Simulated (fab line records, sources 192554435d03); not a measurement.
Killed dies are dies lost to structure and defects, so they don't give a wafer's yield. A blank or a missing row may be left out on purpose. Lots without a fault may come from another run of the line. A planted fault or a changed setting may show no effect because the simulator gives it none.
Split-lot experiment | flow n5_finfet | 7 lots, 39 wafers read, on a route of 1938 steps

THE SPLIT
At N5_ZERO_LAYER_DEVELOP_10 (develop time 60 s), the setting develop_time_s was moved away from the recipe's 60 s on 12 of the 39 wafers read, by -53.8% to +40.9%. The other wafers ran this setting at the recipe's value.

FROM THE SPLIT TO THE READING: what the file shows between them, 1 step
- N5_ZERO_LAYER_HARDBAKE_23: time 120 s

THE READING
cd_nm, in nm, at N5_ZERO_LAYER_CD_MEAS_11 (target cd 2000 nm). Fault-free wafers of this fab line usually give 1998.3 nm, standard deviation 2.8 nm.

wafer  | tool, chamber at the split | develop_time_s as run, s | against the recipe | cd_nm, nm | against lot-mates on the recipe
L076.1 | litho_track-05, 0          | 60                       | recipe             | 1998.5    | -
L076.2 | litho_track-05, 0          | 27.99                    | -53.4%             | 1981.9    | -19.7
L076.3 | litho_track-05, 0          | 60                       | recipe             | 2002.9    | -
L076.4 | litho_track-05, 0          | 27.99                    | -53.4%             | 1979.2    | -22.4
L076.5 | litho_track-05, 0          | 60                       | recipe             | 2003.3    | -
L076.6 | litho_track-05, 0          | 27.99                    | -53.4%             | 1982.1    | -19.5
L078.1 | litho_track-05, 0          | 60                       | recipe             | 1999.5    | -
L078.2 | litho_track-05, 0          | 60                       | recipe             | 1995.5    | -
L078.3 | litho_track-05, 0          | 60                       | recipe             | 1999.9    | -
L083.1 | litho_track-04, 0          | 60                       | recipe             | 1995.0    | -
L083.2 | litho_track-04, 0          | 60                       | recipe             | 1994.8    | -
L083.3 | litho_track-04, 0          | 27.74                    | -53.8%             | 1977.8    | -16.2
L083.4 | litho_track-04, 0          | 27.74                    | -53.8%             | 1978.6    | -15.4
L083.5 | litho_track-04, 0          | 27.74                    | -53.8%             | 1979.8    | -14.2
L083.6 | litho_track-04, 0          | 60                       | recipe             | 1992.2    | -
L084.1 | litho_track-05, 0          | 60                       | recipe             | 1993.2    | -
L084.2 | litho_track-05, 0          | 60                       | recipe             | 1998.3    | -
L084.3 | litho_track-05, 0          | 60                       | recipe             | 1997.5    | -
L084.4 | litho_track-05, 0          | 60                       | recipe             | 2002.1    | -
L084.5 | litho_track-05, 0          | 60                       | recipe             | 1993.7    | -
L084.6 | litho_track-05, 0          | 60                       | recipe             | 2001.8    | -
L085.1 | litho_track-04, 0          | 41.83                    | -30.3%             | 1986.7    | -10.4
L085.2 | litho_track-04, 0          | 60                       | recipe             | 1996.9    | -
L085.3 | litho_track-04, 0          | 41.83                    | -30.3%             | 1986.8    | -10.3
L085.4 | litho_track-04, 0          | 41.83                    | -30.3%             | 1985.2    | -11.9
L085.5 | litho_track-04, 0          | 60                       | recipe             | 1998.4    | -
L085.6 | litho_track-04, 0          | 60                       | recipe             | 1996.1    | -
L093.1 | litho_track-02, 0          | 84.56                    | +40.9%             | 2009.2    | +9.3
L093.2 | litho_track-02, 0          | 60                       | recipe             | 2001.0    | -
L093.3 | litho_track-02, 0          | 84.56                    | +40.9%             | 2006.8    | +6.9
L093.4 | litho_track-02, 0          | 60                       | recipe             | 1999.5    | -
L093.5 | litho_track-02, 0          | 60                       | recipe             | 1999.2    | -
L093.6 | litho_track-02, 0          | 84.56                    | +40.9%             | 2007.7    | +7.8
L094.1 | litho_track-02, 0          | 60                       | recipe             | 2001.1    | -
L094.2 | litho_track-02, 0          | 60                       | recipe             | 1998.1    | -
L094.3 | litho_track-02, 0          | 60                       | recipe             | 1997.9    | -
L094.4 | litho_track-02, 0          | 60                       | recipe             | 1998.3    | -
L094.5 | litho_track-02, 0          | 60                       | recipe             | 1998.0    | -
L094.6 | litho_track-02, 0          | 60                       | recipe             | 1999.1    | -

THE FIT
A straight line over all 39 wafers: cd_nm changes by +0.32 nm for each +1% of develop_time_s; r = +0.94; the points scatter about the line by 2.8 nm.
The same after taking each lot's own level away (the mean of its wafers on the recipe; 39 wafers): +0.3 nm for each +1%; r = +0.95; scatter 2.5 nm.
On that fit, the largest move of develop_time_s shifts the reading by 16 nm.
The lots' own levels span 1994.00 to 2001.57 nm, that is 2.7 times the standard deviation above.
So the lot-to-lot level changes the slope little: the two slopes agree.
Check: with one of the wafers moved furthest among these (-53.8%) left out of the fit, the line predicts -17 nm for it against its lot-mates. It came out at -16.2 nm against them.

THE WHOLE CHAIN: every reading that the file lists as answering this split, in the file's order
step                     | what it does                                        | reading                                                           | change (the file's fit)               | r (the file's)
N5_ZERO_LAYER_CD_MEAS_11 | target cd 2000 nm                                   | cd_nm                                                             | +0.309 nm for each +1% of the setting | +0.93
N5_ZERO_LAYER_DESCUM_16  | chemistry O2, time 7.9 s                            | ZERO_LAYER.cd_nm (the simulator's own value, which no gauge read) | +0.301 nm for each +1% of the setting | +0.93
N5_ZERO_LAYER_ETCH_17    | etches SiO2 in CF4, target depth 12 nm, time 13.3 s | ZERO_LAYER.cd_nm (the simulator's own value, which no gauge read) | +0.311 nm for each +1% of the setting | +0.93

THE FILE'S OWN FIT
cd_nm changes by +0.309 nm for each +1% of develop_time_s, r = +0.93.
